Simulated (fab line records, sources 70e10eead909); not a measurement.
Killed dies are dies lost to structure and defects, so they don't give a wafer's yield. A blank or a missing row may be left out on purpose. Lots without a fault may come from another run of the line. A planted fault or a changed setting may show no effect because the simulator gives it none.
Which tool did it? | flow nand_harc | 23 lots, 69 wafers sampled, at 1 step of a route of 1159

WHAT THE GAUGES READ, wafer by wafer
NHARC_A_CONTACT_CD_MEAS_42: target cd 200 nm. Usual: cd_nm 199.9 nm, standard deviation 0.45.
lot  | measured     | on        | cd_nm (nm)        | flag
L075 | day 16 09:13 | cd_sem-01 | 200.2 200.6 200.0 |
L074 | day 16 09:29 | cd_sem-02 | 199.9 199.4 200.0 |
L079 | day 16 20:06 | cd_sem-03 | 199.5 199.1 198.6 |
L076 | day 16 20:25 | cd_sem-03 | 199.7 199.8 200.4 |
L077 | day 17 00:34 | cd_sem-03 | 200.5 199.6 200.0 |
L080 | day 17 11:49 | cd_sem-01 | 200.1 200.8 200.4 |
L081 | day 17 23:46 | cd_sem-03 | 200.0 200.0 199.6 |
L078 | day 18 02:01 | cd_sem-01 | 198.6 199.2 200.0 |
L082 | day 18 15:01 | cd_sem-02 | 200.5 200.3 199.7 |
L083 | day 18 15:35 | cd_sem-02 | 200.7 200.6 200.2 |
L086 | day 19 05:19 | cd_sem-03 | 199.7 199.6 200.0 |
L085 | day 19 15:54 | cd_sem-02 | 199.8 200.1 200.0 |
L087 | day 19 20:01 | cd_sem-03 | 199.6 199.8 200.7 |
L088 | day 20 05:25 | cd_sem-02 | 200.4 200.2 200.0 |
L092 | day 20 05:42 | cd_sem-01 | 199.9 200.7 200.1 |
L089 | day 20 10:58 | cd_sem-03 | 200.7 200.3 200.7 |
L090 | day 20 11:28 | cd_sem-03 | 200.3 199.9 199.7 |
L091 | day 20 17:11 | cd_sem-03 | 200.2 199.4 199.7 |
L093 | day 21 03:04 | cd_sem-01 | 200.4 199.6 200.4 |
L094 | day 21 19:14 | cd_sem-01 | 199.7 199.5 199.6 |
L096 | day 22 00:01 | cd_sem-01 | 200.3 199.9 200.1 |
L095 | day 22 01:14 | cd_sem-02 | 200.0 198.9 199.6 |
L097 | day 22 06:24 | cd_sem-03 | 199.6 199.0 199.7 |

WHICH TOOL RAN EACH LOT (tool, then ch and the chambers of the sampled wafers, then the start)
The record holds no process step before these readings.

WHAT THE TOOLS THEMSELVES READ (means of the sampled wafers that have a number; where no wafer has one, the mark that the record gives instead)
The record holds no such reading with a usual standard deviation.

THE ANSWER, worked out from the rows above alone
Rule: a lot is off if the mean of its wafers that have a number lies more than 3 standard deviations from the usual mean. A lot without any number at a reading at which 4 lots or more have one is off too. The other lots that the step has rows for count as sound. The gauges are gone through in route order, then the tools' own readings, and for those a lot's mean is taken as printed above. The first step at which some lot is off is used, and at that step the reading that is off furthest; a lot without a number counts as furthest.
No lot is off at any reading shown: from this, nothing can be told.

WHAT THE SIMULATOR HAD PUT IN
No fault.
